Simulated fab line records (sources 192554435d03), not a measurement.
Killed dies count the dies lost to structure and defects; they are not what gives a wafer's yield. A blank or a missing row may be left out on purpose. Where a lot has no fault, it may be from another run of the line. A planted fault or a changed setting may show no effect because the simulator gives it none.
Which of the tools did it? -- flow n5Finfet -- Sampling: 12 lots, 36 wafers, 3 of 1938 route steps

WHAT EACH GAUGE READ, for each wafer
N5_BEOL_M7_OVL_MEAS_12.
lot,measured,on,M7_OVL (nm)
L076,day 11 07:58,overlay-02,-1.6 -1.7 -1.1
L075,day 12 01:25,overlay-01,-0.4 -0.8 -0.5
L079,day 12 08:35,overlay-02,-1.2 -1.3 -2.3
L081,day 13 07:57,overlay-02,0.5 0.4 0.5
L084,day 13 12:32,overlay-01,0.6 -1.2 -1.6
L085,day 14 00:39,overlay-01,-0.1 -0.4 0.0
L086,day 14 18:59,overlay-01,0.8 0.7 -0.4
L089,day 14 23:34,overlay-01,-0.9 0.4 -0.9
L092,day 15 20:45,overlay-02,-1.4 -0.5 -0.5
L093,day 16 06:05,overlay-01,0.6 -0.5 -0.2
L095,day 16 09:32,overlay-01,-0.3 -0.4 -0.6
L097,day 16 18:51,overlay-01,0.2 -0.9 -0.1

WHICH TOOL RAN EACH LOT (tool, then ch and the chambers of the sampled wafers, then the start)
lot,N5_BEOL_M6_CMP_52,N5_BEOL_M7_ILD_DEP_00
L076,"cmp-04 ch 2,3, day 11 04:42","pecvd-02 ch 0,1,2, day 11 05:14"
L075,"cmp-04 ch 2,3, day 11 22:44","pecvd-02 ch 0,1,2, day 11 23:13"
L079,"cmp-01 ch 0,2,3, day 12 06:23","pecvd-01 ch 0,1, day 12 06:47"
L081,"cmp-02 ch 0,2,3, day 13 05:34","pecvd-04 ch 0,1, day 13 06:04"
L084,"cmp-02 ch 0,1, day 13 09:49","pecvd-02 ch 0,1,2, day 13 10:16"
L085,"cmp-02 ch 0,1,2, day 13 21:50","pecvd-04 ch 0,1,2, day 13 22:20"
L086,"cmp-02 ch 0,1,2, day 14 15:40","pecvd-01 ch 0,1, day 14 16:03"
L089,"cmp-04 ch 0,2, day 14 21:35","pecvd-04 ch 1,2, day 14 22:04"
L092,"cmp-04 ch 1,3, day 15 16:16","pecvd-01 ch 0,2, day 15 16:45"
L093,"cmp-01 ch 1,2,3, day 16 03:25","pecvd-01 ch 0,1, day 16 03:56"
L095,"cmp-01 ch 1,2, day 16 05:29","pecvd-04 ch 1,2, day 16 05:56"
L097,"cmp-02 ch 0,2, day 16 15:37","pecvd-01 ch 0,2, day 16 16:07"
- N5_BEOL_M6_CMP_52: polishes, stops on SiCOH lowk, t overpolish 6.9 s, target thk 80 nm.
- N5_BEOL_M7_ILD_DEP_00: deposits SiCOH lowk from DEMS/porogen, target thk 179.75 nm, time 33.4 s.

THE ANSWER, worked out from the rows above alone
Rule: the lots themselves supply what counts as usual. The widest of any qualifying gaps counts: lots, ordered by their means at a reading, are off when they make up no more than a third of the lots, leave a main group of 4 or more, and stand apart from it by 3 or more times the standard deviation of that group's means. If all means in a main group match to the digits the tables above print for the reading, that group is not used. A lot without any number at a reading at which 4 lots or more have one is off too. Any other lot the step has rows for is counted as sound.
No lot is off at any reading shown: from this, nothing can be told.

WHAT HAD BEEN PUT IN BY THE SIMULATOR
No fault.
